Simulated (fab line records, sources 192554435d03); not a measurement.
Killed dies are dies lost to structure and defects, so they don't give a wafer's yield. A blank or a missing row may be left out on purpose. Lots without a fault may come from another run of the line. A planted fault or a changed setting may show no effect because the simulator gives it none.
Chamber matching | flow n5_finfet | N5_BEOL_M7_CMP_52 on cmp-03: 4 sister chambers
The step polishes, stops on SiCOH lowk, t overpolish 6.9 s, target thk 80 nm. 4 wafers are shown with their chamber, then 11 later ones without.

WAFERS WITH THEIR CHAMBER
wafer  | chamber | motor_current_A (A)
L078.2 | 0       | 6.4
L084.1 | 2       | 5.8
L084.6 | 3       | 5.6
L087.1 | 1       | 6.2

WAFERS WITHOUT THEIR CHAMBER
wafer  | motor_current_A (A)
L087.5 | 5.8
L087.6 | 6.0
L088.1 | 7.0
L088.4 | 5.8
L088.5 | 5.8
L090.3 | 5.6
L090.5 | 6.6
L090.6 | 6.0
L096.1 | 6.1
L096.4 | 5.9
L096.6 | 6.7

WHICH CHAMBER EACH WENT THROUGH
wafer  | from the rows above               | in truth
L087.5 | can't be placed: 2 or 3 or 1      | 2
L087.6 | can't be placed: 1 or 2 or 0 or 3 | 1
L088.1 | can't be placed: 0 or 1           | 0
L088.4 | can't be placed: 2 or 3 or 1      | 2
L088.5 | can't be placed: 2 or 3 or 1      | 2
L090.3 | can't be placed: 3 or 2           | 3
L090.5 | can't be placed: 0 or 1           | 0
L090.6 | can't be placed: 1 or 2 or 0 or 3 | 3
L096.1 | can't be placed: 1 or 2 or 0 or 3 | 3
L096.4 | can't be placed: 2 or 1 or 3 or 0 | 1
L096.6 | can't be placed: 0 or 1           | 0
Placed correctly: 0 of 11. Can't be placed from these rows: 11 (the true chamber is among the candidates in 11). Placed wrongly: 0.
How it was worked out, from the rows above alone: a wafer's distance from a chamber is the root of the sum, over the readings, of the square of ((its reading less the chamber's mean) divided by the reading's scatter). The wafer belongs to the nearest chamber; if the next one is less than 2 further off, it can't be placed. A chamber's mean is the mean of its shown wafers. The scatter: with one shown wafer a chamber, the root of the mean of the squares of how far each hidden wafer lies from its nearest shown one.
